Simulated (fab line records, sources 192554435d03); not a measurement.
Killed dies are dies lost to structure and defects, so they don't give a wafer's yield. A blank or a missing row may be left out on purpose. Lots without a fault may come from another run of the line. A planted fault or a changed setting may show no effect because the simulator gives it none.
Split-lot experiment | flow n5_finfet | 7 lots, 21 wafers read, on a route of 1938 steps

THE SPLIT
At N5_SD_EPI_P_EPI_21 (deposits SiGe:B, time 355 s), the setting temp_c was moved away from the recipe's 550 C on 6 of the 21 wafers read, by -0.7% to +0.5%. The other wafers ran this setting at the recipe's value.

FROM THE SPLIT TO THE READING: what the file shows between them, 5 steps
- N5_SD_EPI_P_HM_STRIP_48: strips SiNx in H3PO4, material SiNx, target depth 3 nm
- N5_SD_EPI_P_SRD_49: time 30 s
- N5_SD_EPI_P_PRECLEAN_24: cleans in O3/DIW, time 45 s
- N5_SD_ACTIVATION_RTA_00: time 0 s
- N5_SD_ACTIVATION_LSA_01: time 0.0008 s

THE READING
RS_SD_P, in ohm/sq, at N5_SD_ACTIVATION_RS_MEAS_03 (measures by four-point-probe). Fault-free wafers of this fab line usually give 56.3 ohm/sq, standard deviation 0.81 ohm/sq.

wafer  | tool, chamber at the split | temp_c as run, C | against the recipe | RS_SD_P, ohm/sq | against lot-mates on the recipe
L074.1 | epi_rpcvd-02, 0            | 550              | recipe             | 55.9            | -
L074.3 | epi_rpcvd-02, 0            | 550              | recipe             | 57.0            | -
L074.5 | epi_rpcvd-02, 0            | 550              | recipe             | 56.3            | -
L077.3 | epi_rpcvd-02, 0            | 552              | +0.4%              | 54.8            | -2.9
L077.4 | epi_rpcvd-02, 0            | 550              | recipe             | 57.7            | -
L077.5 | epi_rpcvd-02, 0            | 552              | +0.4%              | 55.3            | -2.4
L081.3 | epi_rpcvd-03, 0            | 550              | recipe             | 56.0            | -
L081.5 | epi_rpcvd-03, 0            | 550              | recipe             | 55.7            | -
L081.6 | epi_rpcvd-03, 0            | 550              | recipe             | 55.5            | -
L085.3 | epi_rpcvd-03, 0            | 550              | recipe             | 56.6            | -
L085.4 | epi_rpcvd-03, 0            | 550              | recipe             | 56.3            | -
L085.5 | epi_rpcvd-03, 0            | 550              | recipe             | 56.7            | -
L089.1 | epi_rpcvd-03, 0            | 546.4            | -0.7%              | 63.2            | +5.8
L089.3 | epi_rpcvd-03, 0            | 546.4            | -0.7%              | 62.8            | +5.4
L089.5 | epi_rpcvd-03, 0            | 550              | recipe             | 57.4            | -
L093.2 | epi_rpcvd-04, 0            | 550              | recipe             | 55.1            | -
L093.5 | epi_rpcvd-04, 0            | 550              | recipe             | 56.2            | -
L093.6 | epi_rpcvd-04, 0            | 550              | recipe             | 56.2            | -
L096.1 | epi_rpcvd-03, 0            | 550              | recipe             | 56.6            | -
L096.2 | epi_rpcvd-03, 0            | 552.7            | +0.5%              | 53.3            | -3.3
L096.5 | epi_rpcvd-03, 0            | 552.7            | +0.5%              | 52.8            | -3.8

THE FIT
A straight line over all 21 wafers: RS_SD_P changes by -8.13 ohm/sq for each +1% of temp_c; r = -0.94; the points scatter about the line by 0.87 ohm/sq.
The same after taking each lot's own level away (the mean of its wafers on the recipe; 21 wafers): -7.97 ohm/sq for each +1%; r = -0.99; scatter 0.36 ohm/sq.
On that fit, the largest move of temp_c shifts the reading by 5.2 ohm/sq.
The lots' own levels span 55.73 to 57.70 ohm/sq, that is 2.4 times the standard deviation above.
So the lot-to-lot level changes the slope little: the two slopes agree.
Check: with one of the wafers moved furthest among these (-0.7%) left out of the fit, the line predicts +5.07 ohm/sq for it against its lot-mates. It came out at +5.8 ohm/sq against them.

OTHER SPLITS ON THESE WAFERS
These wafers also went through other splits before the reading. Each is held against what the fit with the lots' levels taken away leaves over:
other split on the same wafers            | wafers away from the commonest value | r with RS_SD_P (lot level and that fit taken away)
N5_PMOS_HMC_CHANNEL_EPI_PEB_07 peb_time_s | 6                                    | -0.42
N5_PMOS_HMC_CHANNEL_EPI_DESCUM_14 time_s  | 6                                    | -0.12
N5_FIN_SAQP_COAT_49 spin_rpm              | 7                                    | +0.00
N5_FIN_SAQP_EXPOSE_13 dose_mj             | 3                                    | +0.28
N5_SD_EPI_N_COAT_32 spin_rpm              | 3                                    | -0.27

THE WHOLE CHAIN: every reading that the file lists as answering this split, in the file's order
step                        | what it does                                           | reading                                                                           | change (the file's fit)              | r (the file's)
N5_SD_EPI_P_EPI_21          | deposits SiGe:B, time 355 s                            | SiGe-B_of_SD_EPI_P_EPI_21.thk_nm (the simulator's own value, which no gauge read) | +7.1 nm for each +1% of the setting  | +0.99
N5_SD_EPI_P_HM_STRIP_48     | strips SiNx in H3PO4, material SiNx, target depth 3 nm | SiGe-B_of_SD_EPI_P_EPI_21.thk_nm (the simulator's own value, which no gauge read) | +7.04 nm for each +1% of the setting | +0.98
N5_SD_ACTIVATION_RS_MEAS_03 | measures by four-point-probe                           | RS_SD_P                                                                           | -7.99 for each +1% of the setting    | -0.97

THE FILE'S OWN FIT
RS_SD_P changes by -7.99 ohm/sq for each +1% of temp_c, r = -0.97.
